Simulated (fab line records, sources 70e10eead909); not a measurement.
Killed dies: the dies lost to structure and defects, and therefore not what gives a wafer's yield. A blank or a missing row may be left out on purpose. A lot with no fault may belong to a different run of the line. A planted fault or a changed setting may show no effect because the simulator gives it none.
Which tool was responsible? || flow nand_harc || 12 lots with 36 wafers sampled at 5 steps, on a route of 1302 steps

== WHAT THE GAUGES READ, wafer by wafer ==
NHARC_END_SORT_01. Usual: killed_at_array 54, standard deviation 17; killed_at_other 1.0, standard deviation 1.4; killed_at_periphery 3.6, standard deviation 2.1; killed_dies 58, standard deviation 17; killed_open 3.2, standard deviation 2; killed_short 2.5, standard deviation 1.5.
{"lot": "L165", "measured": "day 27 15:53", "on": "prober-02", "killed_at_array": "61 671 26", "killed_at_other": "2 1 2", "killed_at_periphery": "6 5 3", "killed_dies": "69 677 31", "killed_open": "4 0 2", "killed_short": "3 0 2", "flag": "OFF"}
{"lot": "L164", "measured": "day 27 16:39", "on": "prober-01", "killed_at_array": "52 674 40", "killed_at_other": "0 0 0", "killed_at_periphery": "3 3 3", "killed_dies": "55 677 43", "killed_open": "3 4 3", "killed_short": "4 4 2", "flag": "OFF"}

== WHICH TOOL RAN EACH LOT (tool, then ch and the chambers of the sampled wafers, then the start) ==
{"lot": "L159", "NHARC_A_CONTACT_ETCH_78": "rie_diel-09 ch 0,1,3, day 22 19:58", "NHARC_A_CONTACT_ETCH_131": "har_cap_etch-01 ch 0,1, day 22 22:04", "NHARC_A_CONTACT_ETCH_132": "har_cap_etch-01 ch 0,1, day 22 22:14", "NHARC_A_CONTACT_ETCH_91": "rie_diel-09 ch 0,1,2, day 22 23:13"}
{"lot": "L158", "NHARC_A_CONTACT_ETCH_78": "rie_diel-09 ch 0,2,3, day 23 01:02", "NHARC_A_CONTACT_ETCH_131": "har_cap_etch-03 ch 0,1, day 23 03:02", "NHARC_A_CONTACT_ETCH_132": "har_cap_etch-03 ch 0,1, day 23 03:13", "NHARC_A_CONTACT_ETCH_91": "rie_diel-09 ch 1,2,3, day 23 04:12"}
{"lot": "L160", "NHARC_A_CONTACT_ETCH_78": "rie_diel-09 ch 1,2,3, day 23 14:44", "NHARC_A_CONTACT_ETCH_131": "har_cap_etch-03 ch 0,1, day 23 16:42", "NHARC_A_CONTACT_ETCH_132": "har_cap_etch-03 ch 0,1, day 23 16:53", "NHARC_A_CONTACT_ETCH_91": "rie_diel-09 ch 1,2,3, day 23 17:49"}
{"lot": "L161", "NHARC_A_CONTACT_ETCH_78": "rie_diel-02 ch 1,2, day 24 05:16", "NHARC_A_CONTACT_ETCH_131": "har_cap_etch-02 ch 0,1, day 24 07:25", "NHARC_A_CONTACT_ETCH_132": "har_cap_etch-02 ch 0,1, day 24 07:35", "NHARC_A_CONTACT_ETCH_91": "rie_diel-02 ch 0,1, day 24 08:34"}
{"lot": "L165", "NHARC_A_CONTACT_ETCH_78": "rie_diel-09 ch 0,1, day 25 01:35", "NHARC_A_CONTACT_ETCH_131": "har_cap_etch-01 ch 0,1, day 25 04:02", "NHARC_A_CONTACT_ETCH_132": "har_cap_etch-01 ch 0,1, day 25 04:12", "NHARC_A_CONTACT_ETCH_91": "rie_diel-11 ch 0,1,2, day 25 05:08"}
{"lot": "L164", "NHARC_A_CONTACT_ETCH_78": "rie_diel-09 ch 0,1,3, day 25 05:25", "NHARC_A_CONTACT_ETCH_131": "har_cap_etch-02 ch 0,1, day 25 07:28", "NHARC_A_CONTACT_ETCH_132": "har_cap_etch-02 ch 0,1, day 25 07:38", "NHARC_A_CONTACT_ETCH_91": "rie_diel-09 ch 0,1,3, day 25 08:36"}
{"lot": "L173", "NHARC_A_CONTACT_ETCH_78": "rie_diel-11 ch 0,2, day 28 13:13", "NHARC_A_CONTACT_ETCH_131": "har_cap_etch-01 ch 0,1, day 28 15:59", "NHARC_A_CONTACT_ETCH_132": "har_cap_etch-01 ch 0,1, day 28 16:10", "NHARC_A_CONTACT_ETCH_91": "rie_diel-09 ch 1,2,3, day 28 17:08"}
{"lot": "L174", "NHARC_A_CONTACT_ETCH_78": "rie_diel-09 ch 1,2,3, day 30 06:27", "NHARC_A_CONTACT_ETCH_131": "har_cap_etch-03 ch 0,1, day 30 08:32", "NHARC_A_CONTACT_ETCH_132": "har_cap_etch-03 ch 0,1, day 30 08:43", "NHARC_A_CONTACT_ETCH_91": "rie_diel-09 ch 0,1,2, day 30 09:41"}
{"lot": "L176", "NHARC_A_CONTACT_ETCH_78": "rie_diel-02 ch 0,2, day 30 15:31", "NHARC_A_CONTACT_ETCH_131": "har_cap_etch-01 ch 0,1, day 30 17:41", "NHARC_A_CONTACT_ETCH_132": "har_cap_etch-01 ch 0,1, day 30 17:51", "NHARC_A_CONTACT_ETCH_91": "rie_diel-09 ch 0,2, day 30 18:46"}
{"lot": "L177", "NHARC_A_CONTACT_ETCH_78": "rie_diel-09 ch 0,1,3, day 30 21:59", "NHARC_A_CONTACT_ETCH_131": "har_cap_etch-03 ch 0,1, day 31 00:05", "NHARC_A_CONTACT_ETCH_132": "har_cap_etch-03 ch 0,1, day 31 00:15", "NHARC_A_CONTACT_ETCH_91": "rie_diel-09 ch 0,1,2, day 31 01:13"}
{"lot": "L178", "NHARC_A_CONTACT_ETCH_78": "rie_diel-09 ch 2,3, day 31 19:05", "NHARC_A_CONTACT_ETCH_131": "har_cap_etch-01 ch 0,1, day 31 21:19", "NHARC_A_CONTACT_ETCH_132": "har_cap_etch-01 ch 0,1, day 31 21:30", "NHARC_A_CONTACT_ETCH_91": "rie_diel-02 ch 0,1,3, day 31 22:30"}
{"lot": "L179", "NHARC_A_CONTACT_ETCH_78": "rie_diel-09 ch 2,3, day 31 22:28", "NHARC_A_CONTACT_ETCH_131": "har_cap_etch-03 ch 0,1, day 32 00:34", "NHARC_A_CONTACT_ETCH_132": "har_cap_etch-03 ch 0,1, day 32 00:44", "NHARC_A_CONTACT_ETCH_91": "rie_diel-11 ch 0,1, day 32 01:43"}
- NHARC_A_CONTACT_ETCH_78: etches the open film in O2/COS, target depth 5300 nm, time 1378 s.
- NHARC_A_CONTACT_ETCH_131: etches the open film in C4F8/O2/Ar, time 197 s, target depth 1918 nm.
- NHARC_A_CONTACT_ETCH_132: etches the open film in C4F8/O2/Ar, time 197 s, target depth 1924 nm.
- NHARC_A_CONTACT_ETCH_91: etches the open film in CH3F/O2, target depth 40 nm, time 85.7 s.

== WHAT THE TOOLS THEMSELVES READ (means of the sampled wafers that have a number; where no wafer has one, the mark that the record gives instead) ==
NHARC_A_CONTACT_ETCH_78. Usual: drypump_motor_current_A 5.6 A, standard deviation 0.44; oes_product_au 1.002 a.u., standard deviation 0.011; rf_vpp_V 313.4 V, standard deviation 2.3; showerhead_plenum_p_Torr 3.07 Torr, standard deviation 0.14; throttle_valve_pct 28.329 %, standard deviation 0.0094.
{"lot": "L159", "tool": "rie_diel-09", "drypump_motor_current_A (A)": 5.6, "oes_product_au (a.u.)": 1.006, "rf_vpp_V (V)": 314.6, "showerhead_plenum_p_Torr (Torr)": 3.13, "throttle_valve_pct (%)": 28.336, "flag": ""}
{"lot": "L158", "tool": "rie_diel-09", "drypump_motor_current_A (A)": 5.5, "oes_product_au (a.u.)": 0.998, "rf_vpp_V (V)": 313.4, "showerhead_plenum_p_Torr (Torr)": 3.04, "throttle_valve_pct (%)": 28.321, "flag": ""}
{"lot": "L160", "tool": "rie_diel-09", "drypump_motor_current_A (A)": 5.5, "oes_product_au (a.u.)": 1.001, "rf_vpp_V (V)": 314.5, "showerhead_plenum_p_Torr (Torr)": 3.12, "throttle_valve_pct (%)": 28.329, "flag": ""}
{"lot": "L161", "tool": "rie_diel-02", "drypump_motor_current_A (A)": 6.3, "oes_product_au (a.u.)": 0.999, "rf_vpp_V (V)": 313.7, "showerhead_plenum_p_Torr (Torr)": 3.09, "throttle_valve_pct (%)": 28.329, "flag": ""}
{"lot": "L165", "tool": "rie_diel-09", "drypump_motor_current_A (A)": 5.3, "oes_product_au (a.u.)": 0.929, "rf_vpp_V (V)": 312.4, "showerhead_plenum_p_Torr (Torr)": 2.99, "throttle_valve_pct (%)": 28.335, "flag": "OFF"}
{"lot": "L164", "tool": "rie_diel-09", "drypump_motor_current_A (A)": 5.6, "oes_product_au (a.u.)": 0.919, "rf_vpp_V (V)": 313.6, "showerhead_plenum_p_Torr (Torr)": 3.12, "throttle_valve_pct (%)": 28.337, "flag": "OFF"}
{"lot": "L173", "tool": "rie_diel-11", "drypump_motor_current_A (A)": 6.2, "oes_product_au (a.u.)": 1.001, "rf_vpp_V (V)": 313.0, "showerhead_plenum_p_Torr (Torr)": 3.03, "throttle_valve_pct (%)": 28.324, "flag": ""}
{"lot": "L174", "tool": "rie_diel-09", "drypump_motor_current_A (A)": 5.5, "oes_product_au (a.u.)": 1.007, "rf_vpp_V (V)": 313.3, "showerhead_plenum_p_Torr (Torr)": 3.11, "throttle_valve_pct (%)": 28.326, "flag": ""}
{"lot": "L176", "tool": "rie_diel-02", "drypump_motor_current_A (A)": 5.6, "oes_product_au (a.u.)": 1.014, "rf_vpp_V (V)": 313.5, "showerhead_plenum_p_Torr (Torr)": 3.08, "throttle_valve_pct (%)": 28.319, "flag": ""}
{"lot": "L177", "tool": "rie_diel-09", "drypump_motor_current_A (A)": 5.6, "oes_product_au (a.u.)": 1.006, "rf_vpp_V (V)": 315.0, "showerhead_plenum_p_Torr (Torr)": 3.11, "throttle_valve_pct (%)": 28.320, "flag": ""}
{"lot": "L178", "tool": "rie_diel-09", "drypump_motor_current_A (A)": 5.7, "oes_product_au (a.u.)": 1.005, "rf_vpp_V (V)": 314.1, "showerhead_plenum_p_Torr (Torr)": 3.15, "throttle_valve_pct (%)": 28.336, "flag": ""}
{"lot": "L179", "tool": "rie_diel-09", "drypump_motor_current_A (A)": 5.4, "oes_product_au (a.u.)": 1.002, "rf_vpp_V (V)": 312.5, "showerhead_plenum_p_Torr (Torr)": 3.02, "throttle_valve_pct (%)": 28.327, "flag": ""}

NHARC_A_CONTACT_ETCH_91. Usual: ch3f_flow_sccm 49.99 sccm, standard deviation 0.16; drypump_motor_current_A 5.6 A, standard deviation 0.44; oes_product_au 0.934 a.u., standard deviation 0.024; rf_vpp_V 243.9 V, standard deviation 1.9; showerhead_plenum_p_Torr 2.43 Torr, standard deviation 0.12; throttle_valve_pct 20.664 %, standard deviation 0.0086.
{"lot": "L159", "tool": "rie_diel-09", "ch3f_flow_sccm (sccm)": 50.01, "drypump_motor_current_A (A)": 5.3, "oes_product_au (a.u.)": 0.929, "rf_vpp_V (V)": 242.6, "showerhead_plenum_p_Torr (Torr)": 2.36, "throttle_valve_pct (%)": 20.666, "flag": ""}
{"lot": "L158", "tool": "rie_diel-09", "ch3f_flow_sccm (sccm)": 49.89, "drypump_motor_current_A (A)": 5.5, "oes_product_au (a.u.)": 0.920, "rf_vpp_V (V)": 244.5, "showerhead_plenum_p_Torr (Torr)": 2.46, "throttle_valve_pct (%)": 20.661, "flag": ""}
{"lot": "L160", "tool": "rie_diel-09", "ch3f_flow_sccm (sccm)": 50.02, "drypump_motor_current_A (A)": 5.5, "oes_product_au (a.u.)": 0.938, "rf_vpp_V (V)": 244.6, "showerhead_plenum_p_Torr (Torr)": 2.46, "throttle_valve_pct (%)": 20.660, "flag": ""}
{"lot": "L161", "tool": "rie_diel-02", "ch3f_flow_sccm (sccm)": 50.15, "drypump_motor_current_A (A)": 5.9, "oes_product_au (a.u.)": 0.932, "rf_vpp_V (V)": 244.8, "showerhead_plenum_p_Torr (Torr)": 2.48, "throttle_valve_pct (%)": 20.673, "flag": ""}
{"lot": "L165", "tool": "rie_diel-11", "ch3f_flow_sccm (sccm)": 49.86, "drypump_motor_current_A (A)": 5.9, "oes_product_au (a.u.)": 0.919, "rf_vpp_V (V)": 243.8, "showerhead_plenum_p_Torr (Torr)": 2.43, "throttle_valve_pct (%)": 20.664, "flag": ""}
{"lot": "L164", "tool": "rie_diel-09", "ch3f_flow_sccm (sccm)": 50.10, "drypump_motor_current_A (A)": 5.6, "oes_product_au (a.u.)": 0.927, "rf_vpp_V (V)": 244.9, "showerhead_plenum_p_Torr (Torr)": 2.46, "throttle_valve_pct (%)": 20.678, "flag": ""}
{"lot": "L173", "tool": "rie_diel-09", "ch3f_flow_sccm (sccm)": 50.15, "drypump_motor_current_A (A)": 5.5, "oes_product_au (a.u.)": 0.936, "rf_vpp_V (V)": 243.8, "showerhead_plenum_p_Torr (Torr)": 2.45, "throttle_valve_pct (%)": 20.658, "flag": ""}
{"lot": "L174", "tool": "rie_diel-09", "ch3f_flow_sccm (sccm)": 49.91, "drypump_motor_current_A (A)": 5.3, "oes_product_au (a.u.)": 0.933, "rf_vpp_V (V)": 242.4, "showerhead_plenum_p_Torr (Torr)": 2.34, "throttle_valve_pct (%)": 20.667, "flag": ""}
{"lot": "L176", "tool": "rie_diel-09", "ch3f_flow_sccm (sccm)": 50.04, "drypump_motor_current_A (A)": 5.2, "oes_product_au (a.u.)": 0.927, "rf_vpp_V (V)": 241.4, "showerhead_plenum_p_Torr (Torr)": 2.27, "throttle_valve_pct (%)": 20.666, "flag": ""}
{"lot": "L177", "tool": "rie_diel-09", "ch3f_flow_sccm (sccm)": 50.03, "drypump_motor_current_A (A)": 5.3, "oes_product_au (a.u.)": 0.937, "rf_vpp_V (V)": 242.5, "showerhead_plenum_p_Torr (Torr)": 2.34, "throttle_valve_pct (%)": 20.650, "flag": ""}
{"lot": "L178", "tool": "rie_diel-02", "ch3f_flow_sccm (sccm)": 49.85, "drypump_motor_current_A (A)": 5.6, "oes_product_au (a.u.)": 0.925, "rf_vpp_V (V)": 244.7, "showerhead_plenum_p_Torr (Torr)": 2.43, "throttle_valve_pct (%)": 20.666, "flag": ""}
{"lot": "L179", "tool": "rie_diel-11", "ch3f_flow_sccm (sccm)": 50.05, "drypump_motor_current_A (A)": 6.2, "oes_product_au (a.u.)": 0.924, "rf_vpp_V (V)": 242.9, "showerhead_plenum_p_Torr (Torr)": 2.36, "throttle_valve_pct (%)": 20.664, "flag": ""}

== THE ANSWER, worked out from the rows above alone ==
Rule: take the mean of a lot's wafers that have a number; if it is more than 3 standard deviations from the usual mean, the lot is off. Also off: a lot with no number at a reading for which 4 or more lots have one. Any other lot the step has rows for is counted as sound. After the gauges, taken in route order, come the tools' own readings; for these a lot's mean is taken, as printed above. At the first step where some lot is off, the reading lying furthest off is the one used; lots without a number count as furthest.
Off: L165, L164 (NHARC_END_SORT_01, killed_at_array). Neither off nor sound, because the step has no rows for them: L159, L158, L160, L161, L173, L174, L176, L177, L178, L179.
If a tool, at a process step before that reading, ran all the lots that are off and no sound lot after the first of them, it fits. Not tried: the gauges at NHARC_END_SORT_01; whatever is off there is also off at NHARC_A_CONTACT_ETCH_78, on other tools, and gauge error can't account for it. One fits: NHARC_A_CONTACT_ETCH_78 on rie_diel-09. It ran no sound lot before its first lot that is off in this sample, so the start can't be narrowed down.

== WHAT HAD BEEN PUT IN BY THE SIMULATOR ==
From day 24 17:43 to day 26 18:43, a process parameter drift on rie_diel-09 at NHARC_A_CONTACT_ETCH_78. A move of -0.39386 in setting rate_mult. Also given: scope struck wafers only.
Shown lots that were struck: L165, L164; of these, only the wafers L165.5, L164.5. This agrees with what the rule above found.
